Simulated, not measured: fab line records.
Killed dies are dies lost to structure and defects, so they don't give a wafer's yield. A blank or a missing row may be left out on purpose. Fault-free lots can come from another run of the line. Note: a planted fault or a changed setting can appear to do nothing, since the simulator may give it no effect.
Struck lot and sound lot, side by side + flow n5-finfet + 15 out of 1938 route steps
Sound: these wafers, L958.1, L958.3, L958.4. The struck wafers were L972.1, L972.5, L972.6. The cause is named last.
For every step that has rows: the tool of each side, followed by ch and its chambers, followed by its first start. Under that, the readings that differ: sound wafers + struck wafers + difference of the means + sigmas: that difference in standard deviations of wafers without a fault.
alike: readings with means less than 2 such deviations apart, plus words and numbers identical on both sides. not compared: withheld readings, readings lacking a value on some wafer, bounds such as >300 that could conceal the same value, and numbers that have no deviation in the record and whose values overlap.
The two part at a step that has a row with sigmas, a row that says differs or no value, or rows on one side only. When numbers do not overlap yet have no deviation, they are printed without sigmas and do not part them. A reading that every wafer of one side lacks parts them only if that side has two wafers or more.

first, 2 steps without rows for these wafers: N5_HKMG_FIN_ETCHBACK_68 (etches the open film in Cl2/Ar, stops on HfO2, target depth 0.5 nm); N5_HKMG_FIN_STRIP_69 (strips in N2/H2, time 360 s).
N5_HKMG_FIN_ALD_21: deposits TiN, target thk 1.5 nm, pulse time 1 s, purge time 3 s.
  sound on ald-metal-03 ch 0,2,3, day 4 10:07; struck on ald-metal-02 ch 0,1,2, day 7 22:59
  alike: heater-power-w, precursor-pulse-height-rel
N5_HKMG_FIN_ALD_72: deposits W, target thk 2 nm, pulse time 1 s, purge time 2 s.
  sound on cvd-w-01 ch 0,1, day 4 10:29; struck on cvd-w-02 ch 0,1, day 7 23:21
  alike: heater-power-w, precursor-pulse-height-rel
then, 3 steps without rows for these wafers: N5_HKMG_FIN_W_FILL_22 (material W, target thk 60 nm, time 18.2 s); N5_HKMG_FIN_PRECLEAN_83 (cleans in DIW, time 57.5 s); N5_HKMG_FIN_SRD_84 (dry time 32 s).
N5_HKMG_FIN_CMP_23: polishes, stops on SiNx, t overpolish 10 s, target thk 46.326 nm.
  sound on cmp-02 ch 0,2,3, day 4 10:56; struck on cmp-03 ch 1,2,3, day 7 23:46
  alike: motor-current-A, overpolish-run-s, platen-rpm, slurry-flow-ml-min, time-to-endpoint-s
N5_HKMG_FIN_CMP_94: polishes, stops on SiNx, t overpolish 4.7 s, target thk 43.299 nm.
  sound on cmp-02 ch 0,2,3, day 4 11:22; struck on cmp-03 ch 1,2,3, day 8 00:05
  alike: motor-current-A, platen-rpm, slurry-flow-ml-min
N5_HKMG_FIN_INSPECT_28: inspects for defects (darkfield).
  sound on defect-inspect-02 at day 4 11:34; struck on defect-inspect-02 at day 8 00:14
  alike: raw-defect-count
then, 1 step without rows for these wafers: N5_GATE_CUT_ETCHBACK_00 (etches W in SF6/Cl2).
N5_GATE_CUT_ETCH_56: etches TiN in Cl2/Ar, target depth 21.6 nm.
  sound on rie-metal-01 ch 0,1, day 4 11:43; struck on rie-metal-03 ch 0,1, day 8 00:23
| reading                  | sound             | struck            | difference | sigmas      |
|--------------------------|-------------------|-------------------|------------|-------------|
| mfc-cl2-sccm (sccm)      | 39.88 39.86 40.14 | 53.44 53.27 53.42 | +13.42     | +99 or more |
| throttle-valve-pct (%)   | 20.97 21.00 20.60 | 22.88 22.28 22.90 | +1.83      | +7          |
| model.etch.depth-nm (nm) | 21.71 21.46 21.15 | 22.79 23.18 22.68 | +1.44      |             |
  alike: chamber-pressure-mTorr, drypump-motor-current-A, mfc-ar-sccm, oes-product-au
  not compared: rf-hours-counter-h
N5_GATE_CUT_ETCHBACK_30: etches TiN in Cl2/Ar, target depth 3 nm.
  sound on rie-metal-01 ch 0,1, day 4 11:48; struck on rie-metal-03 ch 0,1, day 8 00:29
  alike: chamber-pressure-mTorr, drypump-motor-current-A, mfc-ar-sccm, oes-product-au, throttle-valve-pct
  not compared: rf-hours-counter-h
-- a jump in the record: the struck wafers' starts before and after are 5 days apart (it breaks off in module GATE_CUT and resumes in module BEOL_M4, where the first step shown is number 1111 of the route) --
N5_BEOL_M4_RC_MEAS_101:
  sound on prober-01 ch 0, day 9 11:01; struck on prober-02 ch 0, day 12 15:35
  alike: DIBL_N, DIBL_P, IOFF_N, IOFF_P, ION_N, ION_P, SS_N, SS_P, VT_N, VT_P
-- record jumps: 5 days separate the struck wafers' starts on either side; left off in module BEOL_M4, taken up again in module PASSIVATION, whose first shown step is the route's number 1936 --
N5_PASSIVATION_PROBE_49:
  only the struck wafers here have rows in the record (prober-02, day 17 23:10); the sound ones have none

## WHERE THEY PART
Earliest at N5_GATE_CUT_ETCH_56; latest, in this record, at N5_PASSIVATION_PROBE_49.

WHY: the cause the simulator had injected
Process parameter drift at N5_GATE_CUT_ETCH_56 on rie-metal-03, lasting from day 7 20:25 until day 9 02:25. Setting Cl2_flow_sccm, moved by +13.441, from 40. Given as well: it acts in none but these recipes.
